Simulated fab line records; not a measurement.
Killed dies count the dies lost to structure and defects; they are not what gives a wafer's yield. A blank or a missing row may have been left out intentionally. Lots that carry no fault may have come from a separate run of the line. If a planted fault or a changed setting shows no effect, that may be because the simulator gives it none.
The tool behind it: which one? :: flow nand harc :: 24 lots, 72 wafers sampled, at 1 step of a route of 1159

## WHAT EACH GAUGE READ, for each wafer
NHARC_A_ONON_D1_INSPECT_32.
lot: L074
measured: day 8 10:22
on: defect inspect-02
raw defect count: 41 38 35

lot: L075
measured: day 8 17:45
on: defect inspect-02
raw defect count: 54 31 46

lot: L076
measured: day 8 17:52
on: defect inspect-01
raw defect count: 112 51 55

lot: L077
measured: day 9 01:49
on: defect inspect-02
raw defect count: 57 40 87

lot: L078
measured: day 9 01:52
on: defect inspect-01
raw defect count: 51 69 47

lot: L080
measured: day 9 07:25
on: defect inspect-01
raw defect count: 53 62 64

lot: L079
measured: day 9 07:37
on: defect inspect-01
raw defect count: 40 56 38

lot: L081
measured: day 10 01:49
on: defect inspect-01
raw defect count: 86 43 73

lot: L082
measured: day 10 01:52
on: defect inspect-02
raw defect count: 66 66 74

lot: L083
measured: day 10 06:19
on: defect inspect-02
raw defect count: 50 79 70

lot: L084
measured: day 10 17:23
on: defect inspect-01
raw defect count: 65 70 94

lot: L085
measured: day 10 17:31
on: defect inspect-02
raw defect count: 50 60 47

lot: L087
measured: day 11 04:14
on: defect inspect-01
raw defect count: 73 55 51

lot: L086
measured: day 11 14:31
on: defect inspect-02
raw defect count: 52 41 48

lot: L089
measured: day 11 20:46
on: defect inspect-02
raw defect count: 79 59 72

lot: L088
measured: day 11 20:53
on: defect inspect-02
raw defect count: 93 67 39

lot: L091
measured: day 12 06:58
on: defect inspect-01
raw defect count: 79 54 79

lot: L092
measured: day 12 07:00
on: defect inspect-02
raw defect count: 28 62 47

lot: L090
measured: day 12 07:09
on: defect inspect-01
raw defect count: 95 61 50

lot: L094
measured: day 12 20:33
on: defect inspect-01
raw defect count: 70 73 107

lot: L093
measured: day 12 20:52
on: defect inspect-02
raw defect count: 107 82 93

lot: L095
measured: day 13 02:29
on: defect inspect-02
raw defect count: 42 31 71

lot: L096
measured: day 13 14:26
on: defect inspect-01
raw defect count: 52 91 88

lot: L097
measured: day 14 04:09
on: defect inspect-02
raw defect count: 75 53 105

## WHAT TOOL EACH LOT RAN ON (gives the tool, then ch and the chambers of the sampled wafers, and finally the start)
Record: no process step prior to these readings.

## AS READ BY THE TOOLS THEMSELVES (means over the sampled wafers that have a number; for cases with no such wafer, the mark the record gives instead)
The record holds no such reading with a usual standard deviation.

## THE ANSWER, worked out from the rows above alone
Rule: the usual values come from the lots themselves. The widest of any qualifying gaps counts: lots, ordered by their means at a reading, are off when they make up no more than a third of the lots, leave a main group of 4 or more, and stand apart from it by 3 or more times the standard deviation of that group's means. If all means in a main group match to the digits the tables above print for the reading, that group is not used. A lot without any number at a reading at which 4 lots or more have one is off too. Where the step has rows for the other lots, those lots are counted as sound. First the gauges in route order, then the tools' own readings, where a lot's mean is used as printed above. The first step at which some lot is off is used, and at that step the reading that is off furthest; a lot without a number counts as furthest.
No lot is off on any of the readings shown, so nothing can be concluded from this.

## WHAT THE SIMULATOR PUT IN
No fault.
